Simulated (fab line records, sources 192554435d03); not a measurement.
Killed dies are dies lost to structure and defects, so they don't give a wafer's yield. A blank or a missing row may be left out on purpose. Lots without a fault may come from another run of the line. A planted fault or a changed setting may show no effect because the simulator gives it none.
Chamber matching | flow n5_finfet | N5_BEOL_M8_CURE_75 on uv_cure-01: 3 sister chambers
The step cures SiCOH lowk, time 120 s. 6 wafers are shown with their chamber, then 10 later ones without.

WAFERS WITH THEIR CHAMBER
wafer  | chamber | wafer_temp_C_max | lamp_power_pct (%)
L081.5 | 2       | 372.0            | 52.27
L081.6 | 2       | 372.5            | 52.24
L085.2 | 1       | 371.2            | 52.42
L085.6 | 1       | 370.8            | 52.27
L086.2 | 0       | 371.7            | 52.35
L086.3 | 0       | 371.3            | 52.32

WAFERS WITHOUT THEIR CHAMBER
wafer  | wafer_temp_C_max | lamp_power_pct (%)
L086.4 | 371.4            | 52.32
L091.2 | 372.3            | 52.35
L091.4 | 372.4            | 52.37
L091.5 | 372.5            | 52.29
L092.1 | 371.8            | 52.35
L092.2 | 372.3            | 52.28
L092.3 | 372.0            | 52.21
L093.1 | 371.3            | 52.26
L093.2 | 371.4            | 52.40
L093.4 | 371.2            | 52.33

WHICH CHAMBER EACH WENT THROUGH
wafer  | from the rows above          | in truth
L086.4 | can't be placed: 0 or 1      | 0
L091.2 | can't be placed: 2 or 0      | 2
L091.4 | can't be placed: 2 or 0      | 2
L091.5 | 2                            | 2
L092.1 | can't be placed: 0 or 2 or 1 | 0
L092.2 | 2                            | 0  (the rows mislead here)
L092.3 | can't be placed: 2 or 0      | 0
L093.1 | can't be placed: 0 or 1 or 2 | 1
L093.2 | can't be placed: 0 or 1      | 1
L093.4 | can't be placed: 1 or 0      | 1
Placed correctly: 1 of 10. Can't be placed from these rows: 8 (the true chamber is among the candidates in 8). Placed wrongly: 1.
How it was worked out, from the rows above alone: a wafer's distance from a chamber is the root of the sum, over the readings, of the square of ((its reading less the chamber's mean) divided by the reading's scatter). The wafer belongs to the nearest chamber; if the next one is less than 2 further off, it can't be placed. A chamber's mean is the mean of its shown wafers. The scatter: the root of (the sum of the squares of (reading less its chamber's mean) over the shown wafers, divided by (wafers less chambers)).
